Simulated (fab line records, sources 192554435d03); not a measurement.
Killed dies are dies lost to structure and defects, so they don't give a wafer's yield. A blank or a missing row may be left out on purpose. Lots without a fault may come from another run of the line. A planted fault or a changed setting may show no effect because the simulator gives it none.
fab line records | flow n5_finfet
record lots=4 wafers=12 last_day=16
route steps=1938 shown MOL_CONTACT_COAG@629 BEOL_M0_SAQP@632 BEOL_M4@1111 PASSIVATION@1936
lots that met no fault: from a run of the same line without faults
start_h: hours from the record's first day to the start of the lot's first wafer shown | wait_h: hours since the lot's step before | " the same as in the row above | L1.1+2: a row that stands for several wafers | - no value, or no start given | * or withheld: withheld | < > ~ a bound
route shown NAME@n: a module of which the file shows steps, and the number in the route of the first | usual: mean/standard deviation of fault-free wafers | same: alike in all rows | chamber/n: place in a boat | sites: the reading at each site | _std_site: their standard deviation | _edge_site: outer sites' mean less inner sites' | radius_mm: how far each site lies from the wafer's centre | mask NAME#n: copy n | behind: the tool/chamber that last shaped the wafer | hold: why the lot was held/for how many hours/how that ended | device: the transistor (n, p or np) that didn't switch | end of line: the same wafers' tests at the end of the route | a step without rows: its recipe alone | killed: dies lost to structure and defects at the first sort, not the wafer's yield | map: a wafer's dies, x killed, . not, _ none there
set.NAME: the setting as run; set.NAME@STEP: as run at that earlier step | model.NAME: the simulator's own value behind a step, which no gauge read
lots at some steps of the route; a table a step, a row a wafer
services: from which hour (start_h, from the record's first day; less than 0 if before it) a tool's chamber was out of use, for how many hours, and why
## steps
# step N5_MOL_CONTACT_COAG_ANNEAL_112
# recipe temp_c=400 time_s=1800 ambient=HPD2 pressure_atm=10
# step N5_BEOL_M0_SAQP_PECVD_00
# recipe material=SiCN target_thk_a=80 temp_c=withheld precursor=3MS/NH3 pressure_torr=3 rf_w=202 time_s=14
# step N5_BEOL_M0_SAQP_ILD_DEP_01
# recipe material=SiOC target_thk_a=454.19 temp_c=350 precursor=DEMS/O2 pressure_torr=5 rf_w=500 time_s=8.7
# step N5_BEOL_M0_SAQP_HM_DEP_02
# recipe material=TiN target_thk_a=120 temp_c=25 chamber_pressure_pa=0.49996
# step N5_BEOL_M0_SAQP_PECVD_03
# recipe material=SiCN target_thk_a=120 temp_c=withheld precursor=3MS/NH3 pressure_torr=3 rf_w=202 time_s=21.1
# step N5_BEOL_M0_SAQP_PECVD_96
# recipe material=a-Si target_thk_a=450 temp_c=350 precursor=SiH4/He pressure_torr=3 rf_w=100 time_s=45.2
# step N5_BEOL_M0_SAQP_PECVD_97
# recipe material=SiNx target_thk_a=230 temp_c=350 precursor=SiH4/NH3/N2 pressure_torr=1.5 rf_w=300 time_s=19.9
# step N5_BEOL_M0_SAQP_PECVD_04
# recipe material=a-Si target_thk_a=600 temp_c=350 precursor=SiH4/He pressure_torr=3 rf_w=100 time_s=60.2
# step N5_BEOL_M0_SAQP_HM_DEP_111
# recipe material=SiO2 target_thk_a=120 temp_c=400 precursor=SiH4/N2O pressure_torr=0.75 rf_w=275 time_s=7.2
# usual heater_power_w=697/71 showerhead_plenum_p_Torr=8.15/0.18
# columns lot.wafer tool chamber start_h wait_h heater_power_w showerhead_plenum_p_Torr since_wet_clean_h model.SiO2_of_BEOL_M0_SAQP_HM_DEP_111.thk_nm
L425.2 pecvd-04 1 135.58 0.0 765 8.24 1746 11.6
L425.3 " 2 " " 567 8.20 267 11.8
L425.4 " 0 " " 709 8.03 - 12.4
L428.1 pecvd-04 2 148.31 0.0 655 8.20 279 8.2
L428.4 " 2 " " 669 8.23 - 8.4
L428.5 " 1 " " 808 8.26 - 8.4
L431.1 pecvd-04 2 173.78 0.0 615 8.20 305 8.6
L431.4 " 2 " " 625 8.19 - 8.6
L431.6 " 0 " " 718 8.02 - 9
L436.2 pecvd-03 1 196.33 0.0 730 7.85 515 11.4
L436.4 " 1 " " 755 7.88 - 11.6
L436.6 " 0 " " 599 8.34 - 12
# step N5_BEOL_M0_SAQP_COAT_81
# recipe resist=SOC temp_c=250 time_s=60 spin_rpm=1500 resist_thk_nm=100
# step N5_BEOL_M0_SAQP_COAT_82
# recipe resist=SiARC temp_c=220 time_s=60 spin_rpm=1500 resist_thk_nm=30
# step N5_BEOL_M0_SAQP_COAT_08
# recipe resist=CAR-ArF spin_rpm=1500 resist_thk_nm=90
# step N5_BEOL_M0_SAQP_EBR_10
# recipe solvent=PGMEA ebr_width_mm=1.5
# step N5_BEOL_M0_SAQP_SOFTBAKE_09
# recipe temp_c=110 time_s=60 resist=CAR-ArF
# step N5_BEOL_M0_SAQP_EXPOSE_11
# recipe mask_id=M0_CORE na=1.35 source_shape=dipole sigma_inner=0.538 sigma_outer=0.738 polarization=te target_cd_nm=42 dose_mj=55
# step N5_BEOL_M0_SAQP_PEB_12
# recipe peb_temp_c=withheld peb_time_s=60 resist=CAR-ArF
# step N5_BEOL_M0_SAQP_DEVELOP_13
# recipe develop_time_s=30 developer=TMAH resist=CAR-ArF dev_temp_c=23 rinse_liquid=diw dry=air_spin
# step N5_BEOL_M0_SAQP_DESCUM_19
# recipe chemistry=O2 time_s=7.9 source_power_w=50 bias_power_w=20 pressure_mtorr=20 rf_frequency_hz=2.712e+07 temp_c=40 resist=CAR-ArF o2_flow_sccm=225
# step N5_BEOL_M0_SAQP_ETCH_83
# recipe chemistry=CF4 target=SiARC target_depth_a=390 mask_material=CAR-ArF time_s=65 ion_energy_ev=80 pressure_mtorr=40 source_w=545 bias_w=36 Ar_flow_sccm=100 cf4_flow_sccm=100 ends=cleared
# step N5_BEOL_M0_SAQP_ETCH_84
# recipe chemistry=N2/H2 target=SOC target_depth_a=1000 overetch_a=200 mask_material=SiARC temp_c=40 time_s=150 ion_energy_ev=200 pressure_mtorr=30 source_w=840 bias_w=150 n2_flow_sccm=200 h2_flow_sccm=200
# step N5_BEOL_M0_SAQP_STRIP_80
# recipe chemistry=N2/H2 temp_c=40 n2_flow_sccm=200 h2_flow_sccm=200 rf_frequency_hz=6e+07
# step N5_BEOL_M0_SAQP_HM_OPEN_112
# recipe chemistry=CHF3/O2 target=SiO2 stop_on=a-Si target_depth_a=120 over_etch_frac=1.25 mask_material=SOC time_s=13.5 pressure_mtorr=30 source_w=650 bias_w=170 Ar_flow_sccm=200 CHF3_flow_sccm=50 O2_flow_sccm=5 ion_energy_ev=200 ends=end_point
# usual chamber_pressure_mTorr=29.997/0.029 drypump_motor_current_A=5.8/0.46 oes_product_au=0.53/0.053 rf_vpp_V=518/16 showerhead_plenum_p_Torr=2.38/0.057 throttle_valve_pct=18.73/0.23
# same over_etch_frac=1.25
# columns lot.wafer tool chamber start_h wait_h chamber_pressure_mTorr drypump_motor_current_A oes_product_au rf_hours_counter_h rf_vpp_V showerhead_plenum_p_Torr throttle_valve_pct model.etch.depth_nm
L425.2 rie_diel-03 1 136.18 0.0 29.966 4.7 0.59 17 516 2.36 18.84 11.65
L425.3 " 2 " " 30.014 5.3 0.48 185 540 2.40 18.97 11.78
L425.4 " 1 " " 29.988 4.7 0.61 - 516 2.36 18.83 12.42
L428.1 rie_diel-03 2 148.94 0.0 29.979 5.2 0.42 188 537 2.40 18.96 8.189
L428.4 " 3 " " 29.938 6.4 0.53 11 520 2.35 18.24 8.404
L428.5 " 2 " " 29.935 5.2 0.42 - 538 2.40 18.94 8.341
L431.1 rie_diel-01 3 174.38 0.0 30.066 6.3 0.44 125 488 2.32 18.73 8.534
L431.4 " 0 " " 29.986 6.0 0.43 154 538 2.40 18.90 8.6
L431.6 " 1 " " 30.004 5.7 0.40 - 515 2.28 18.91 8.924
L436.2 rie_diel-05 1 196.94 0.0 30.033 5.4 0.54 59 522 2.45 18.60 11.49
L436.4 " 0 " " 29.976 6.4 0.50 107 496 2.33 18.89 11.67
L436.6 " 0 " " 30.079 6.4 0.50 - 494 2.33 18.88 11.97
# step N5_BEOL_M0_SAQP_STRIP_113
# recipe chemistry=CHF3/O2 resist=SiARC rf_frequency_hz=6e+07
# step N5_BEOL_M0_SAQP_MANDREL_ETCH_20
# recipe target_depth_a=600 chemistry=HBr/Cl2 target=a-Si stop_on=SiNx bt_time_s=10 mask_material=SOC over_etch_frac=0.5 time_s=30 pressure_mtorr=10 icp_w=800 bias_w=75 HBr_flow_sccm=150 Cl2_flow_sccm=80 ends=end_point
# step N5_BEOL_M0_SAQP_STRIP_86
# recipe chemistry=N2/H2 power_w=500 temp_c=40 pressure_mtorr=50 rf_frequency_hz=6e+07 overash_fraction=0.3 bias_power_w=28 h2_frac=0.5 n2_flow_sccm=300 h2_flow_sccm=300
# step N5_BEOL_M0_SAQP_STRIP_115
# recipe chemistry=post_etch_residue_remover time_s=60 temp_c=25 remover_ph=withheld remover_water_wt_pct=withheld remover_fluoride_wt_pct=withheld
# columns lot.wafer tool chamber start_h wait_h model.SiO2_of_BEOL_M0_SAQP_HM_DEP_111.thk_nm
L425.2+3 wet_bench-05 6,0 136.43 - 11.6
L425.4 " 7 " " 12.4
L428.1 wet_bench-05 3 149.20 - 8
L428.4 " 6 " " 8.4
L428.5 " 4 " " 8.2
L431.1+4 wet_bench-03 7,0 174.63 - 8.4
L431.6 " 6 " " 8.8
L436.2 wet_bench-01 7 197.21 - 11.4
L436.4 " 2 " " 11.6
L436.6 " 0 " " 11.8
# step N5_BEOL_M0_SAQP_SRD_93
# recipe dry=ipa_marangoni time_s=30 temp_c=23 rinse_liquid=diw
# step N5_BEOL_M4_RC_MEAS_101
# usual DIBL_N=37.3/2.3 DIBL_P=37.4/2.9 IOFF_N=0.18/0.045 IOFF_P=0.25/0.054 ION_N=679/15 ION_P=468/9.7 SS_N=71.8/0.62 SS_P=73.6/0.76 VT_N=248/4.1 VT_P=-248/3.6
# columns lot.wafer tool chamber start_h wait_h DIBL_N[mV/V] DIBL_P[mV/V] IOFF_N[nA/um] IOFF_P[nA/um] ION_N[uA/um] ION_P[uA/um] SS_N[mV/dec] SS_P[mV/dec] VT_N[mV] VT_P[mV]
L425.2 prober-01 0 190.15 0.6 37.4 36.9 0.18 0.26 673 460 71.5 74.1 250 -245
L425.3 " 0 " " 37.9 38.1 0.18 0.26 693 475 72.0 73.6 251 -247
L425.4 " 0 " " 37.2 37.3 0.18 0.26 678 466 71.5 73.5 251 -244
L428.1 prober-01 0 199.31 0.0 38.0 38.6 0.21 0.28 696 469 71.7 73.4 243 -244
L428.4 " 0 " " 40.3 41.9 0.27 0.34 696 481 72.5 74.2 240 -243
L428.5 " 0 " " 38.4 39.6 0.22 0.30 705 480 72.1 73.7 241 -242
L431.1 prober-01 0 235.73 0.0 39.3 40.3 0.24 0.27 697 474 73.0 74.3 243 -249
L431.4 " 0 " " 34.9 36.9 0.16 0.22 676 472 71.4 73.0 247 -251
L431.6 " 0 " " 38.3 40.4 0.24 0.29 685 468 72.8 74.1 245 -245
L436.2 prober-01 0 262.46 0.2 36.2 34.5 0.16 0.22 669 462 71.3 73.0 248 -248
L436.4 " 0 " " 37.2 37.1 0.18 0.26 674 463 71.6 73.6 248 -244
L436.6 " 0 " " 43.3 43.2 0.35 0.41 720 493 73.3 75.6 239 -240
# step N5_PASSIVATION_PROBE_49
# usual defect_limited_yield=91.3/1.5 killed_at_M0_to_M3=35/8.7 killed_at_M4_up=14/5.5 killed_at_contacts=11/5.6 killed_at_front_end=39/13 killed_at_other=3.7/2.2 killed_dies=103/18 killed_open=69/14 killed_short=33/7.8 sort_bin_4_leakage=0.02/0.15 sort_bin_5_function=5.1/0.99 sort_bin_6_memory=3.3/0.67 sort_n_pass=1077/18 sort_yield_pct=91.2/1.5
# same gross_dies=1180 killed_at_back_side=0 sort_bin_8_speed[%]=0
# columns lot.wafer tool chamber start_h wait_h defect_limited_yield[%] killed_at_M0_to_M3 killed_at_M4_up killed_at_contacts killed_at_front_end killed_at_other killed_dies killed_open killed_short sort_bin_4_leakage[%] sort_bin_5_function[%] sort_bin_6_memory[%] sort_n_pass sort_yield_pct[%]
L425.2 prober-02 - 293.46 0.1 91.9 47 13 5 28 2 95 60 35 0 5.1 2.8 1085 91.9
L425.3 prober-02 - 293.51 0.1 93.1 29 20 5 27 0 81 57 24 0 3.6 3.2 1099 93.1
L425.4 prober-02 - 293.56 0.2 95.0 22 11 6 15 5 59 38 21 0 2.0 2.9 1121 95.0
L428.1 prober-01 - 302.80 0.0 92.4 24 21 5 36 4 90 59 28 0 4.6 2.8 1090 92.4
L428.4 prober-01 - 302.95 0.2 93.4 18 11 16 31 2 78 55 23 0 3.9 2.4 1102 93.4
L428.5 prober-01 - 303.00 0.2 91.4 31 13 13 38 7 102 59 42 0 6.3 2.1 1078 91.4
# killed by level:class
L425.2 BEOL_M0_SAQP:geometric_particle:open=19 BEOL_M0_SAQP:geometric_particle:short=17 BEOL_M4:geometric_particle:open=6 FIN_SAQP:geometric_particle:open=5 BEOL_M1:geometric_particle:open=5 STARTING-WAFER:geometric_particle:open=5 FIN_SAQP:geometric_particle:short=4 BEOL_M6:geometric_particle:open=3
L425.3 BEOL_M0_SAQP:geometric_particle:short=9 BEOL_M2:geometric_particle:open=8 BEOL_M4:geometric_particle:open=8 BEOL_M3:geometric_particle:open=7 STI_FIN_REVEAL:geometric_particle:open=6 MOL_CONTACT_COAG:geometric_particle:open=5 GATE_CUT:geometric_particle:open=5 BEOL_M5:geometric_particle:open=5
L425.4 BEOL_M0_SAQP:geometric_particle:short=9 MOL_CONTACT_COAG:geometric_particle:open=6 BEOL_M0_SAQP:geometric_particle:open=6 BEOL_M4:geometric_particle:open=5 PASS1_CAP:geometric_particle:open=5 FIN_SAQP:geometric_particle:open=3 GATE_CUT:geometric_particle:short=3 BEOL_M2:geometric_particle:open=2
L428.1 BEOL_M4:geometric_particle:open=8 DUMMY_GATE:geometric_particle:open=7 GATE_CUT:geometric_particle:short=6 BEOL_M0_SAQP:geometric_particle:short=6 BEOL_M0_SAQP:geometric_particle:open=6 FIN_SAQP:geometric_particle:open=5 BEOL_M1:geometric_particle:open=5 GATE_CUT:geometric_particle:open=4
L428.4 MOL_CONTACT_COAG:geometric_particle:open=13 FIN_SAQP:geometric_particle:open=7 BEOL_M0_SAQP:geometric_particle:open=7 BEOL_M4:geometric_particle:open=6 FIN_SAQP:geometric_particle:short=5 BEOL_M3:geometric_particle:open=5 STI_FIN_REVEAL:geometric_particle:open=4 STARTING-WAFER:geometric_particle:short=3
L428.5 FIN_SAQP:geometric_particle:open=10 MOL_CONTACT_COAG:geometric_particle:open=9 FIN_SAQP:geometric_particle:short=6 BEOL_M2:geometric_particle:short=6 BEOL_M3:geometric_particle:open=6 BEOL_M2:geometric_particle:open=5 BEOL_M3:geometric_particle:short=5 BEOL_M4:geometric_particle:open=5
## services
# columns tool chamber start_h hours kind
pecvd-03 2 116.78 12.4 repair
rie_diel-01 2 125.19 5.3 repair
rie_diel-03 3 130.46 6.6 repair
pecvd-04 0 142.65 15.8 repair
wet_bench-03 - 146.91 4.3 repair
rie_diel-05 3 157.68 15.8 repair
pecvd-03 - 174.60 0.8 pm
pecvd-03 - 182.50 5.7 repair
pecvd-04 1 186.97 5.1 repair
## key
first_sign none at tools or gauges
model_effect step=N5_BEOL_M0_SAQP_HM_DEP_111 value=SiO2_of_BEOL_M0_SAQP_HM_DEP_111.thk_nm without=12 struck=8.533
model_effect step=N5_BEOL_M0_SAQP_HM_OPEN_112 value=etch.depth_nm without=11.98 struck=8.498
model_effect step=N5_BEOL_M0_SAQP_STRIP_115 value=SiO2_of_BEOL_M0_SAQP_HM_DEP_111.thk_nm without=11.9 struck=8.367
met_at N5_BEOL_M0_SAQP_HM_DEP_111
struck_wafers L428.1,L428.4,L428.5,L431.1,L431.4,L431.6
onset_between 135.58 148.31
fault kind=process_parameter_drift tool=pecvd-04 chamber=- onset_h=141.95 steps=N5_BEOL_M0_SAQP_HM_DEP_111 channel=time_s offset=* shape=step end_h=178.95 acts_in=* stated=*
